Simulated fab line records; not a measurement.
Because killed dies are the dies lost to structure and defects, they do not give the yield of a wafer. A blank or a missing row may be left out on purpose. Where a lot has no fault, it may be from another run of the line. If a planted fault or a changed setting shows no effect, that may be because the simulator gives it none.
Problem report in the 8D (eight disciplines) form, filled by code / flow n5_finfet / the parts of the form that need people (team, actions taken, sign-off) are left out

## 1. THE ISSUE
killed_at_M4_up at N5_PASSIVATION_PROBE_49 reads a mean of 107 on 6 wafers of 2 lots; wafers without a fault read 13 with a standard deviation of 5. That is +19 standard deviations from the usual mean.
First seen on wafer L699.1, day 16 10:10, on prober-01. The record holds 11 wafers of 4 lots with a number at this step. The rule behind "out" and "out of limits": a value lying over 4 standard deviations away from the usual mean. The rest of the wafers with a number are treated as sound.

## 2. WHAT IT IS AND WHAT IT IS NOT
question=which readings at this step; is=killed_at_M4_up; is not=killed_at_M0_to_M3, killed_at_contacts, killed_at_front_end, killed_at_other, killed_open, killed_short, sort_bin_4_leakage, sort_bin_8_speed
question=which lots; is=L699, L700; is not=L684, L693
question=which wafers of those lots; is=all that have a number; is not=-
question=read on which tools; is=prober-01, prober-02; is not=-
question=when; is=from day 16 10:10; is not=up to then (5 sound wafers)

## 3. SUSPECTS, AND WHAT RULES EACH OUT
Counting: any tool at a process step up to the reading is kept as a suspect provided that every lot that is out went through it and no sound lot did after the first of them.
- wet_bench-03 at N5_BEOL_M7_PRECLEAN_42 (cleans in residue remover, time 60 s): kept. It ran every lot that is out, first L699 (day 12 22:40), and no sound lot after that; its last sound lot up to then is L693 (day 11 12:32).
- uv_cure-03 at N5_BEOL_M7_CURE_75 (cures SiCOH lowk, time 120 s): kept. It ran every lot that is out, first L699 (day 12 22:46), and no sound lot after that.
What counting leaves: wet_bench-03 at N5_BEOL_M7_PRECLEAN_42 and uv_cure-03 at N5_BEOL_M7_CURE_75.

## 4. THE CAUSE (what the simulator had put in)
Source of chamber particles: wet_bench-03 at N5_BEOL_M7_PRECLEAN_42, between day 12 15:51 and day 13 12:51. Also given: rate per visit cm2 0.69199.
Of the 2 suspects that counting leaves, this tool is one.

## 5. THE EFFECT CHAIN, in route order
Each row: a reading whose mean over the struck wafers that have a number lies more than 3 standard deviations from the usual. Readings are gone through only where the record gives a usual standard deviation; hours: the median, over the lots, of the time from a lot's start at the first step in this table giving one to that lot's start at this step; sigmas: the change measured in usual standard deviations.
hours=0; step=N5_PASSIVATION_PROBE_49; reading=defect_limited_yield; usual=91.8 %; on struck wafers=84.3; change=-7.5; sigmas=-5.0
hours=0; step=N5_PASSIVATION_PROBE_49; reading=killed_at_M4_up; usual=13; on struck wafers=107; change=+94; sigmas=+19
hours=0; step=N5_PASSIVATION_PROBE_49; reading=killed_dies; usual=97; on struck wafers=185; change=+88; sigmas=+4.9
hours=0; step=N5_PASSIVATION_PROBE_49; reading=sort_bin_5_function; usual=4.8 %; on struck wafers=9.8; change=+5.0; sigmas=+5.0
hours=0; step=N5_PASSIVATION_PROBE_49; reading=sort_n_pass; usual=1083; on struck wafers=995; change=-88; sigmas=-4.9
hours=0; step=N5_PASSIVATION_PROBE_49; reading=sort_yield_pct; usual=91.8 %; on struck wafers=84.3; change=-7.5; sigmas=-5.0
Its process steps:
- N5_PASSIVATION_PROBE_49

## 6. HOW IT WOULD HAVE BEEN CAUGHT EARLIER
In this record the first reading out of limits was taken at day 16 10:10, 90 hours after the fault began at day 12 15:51.
All the lots that are out (2) had begun N5_BEOL_M7_PRECLEAN_42 on wet_bench-03 by day 16 10:10. None of them would have been spared by holding the tool at that moment.
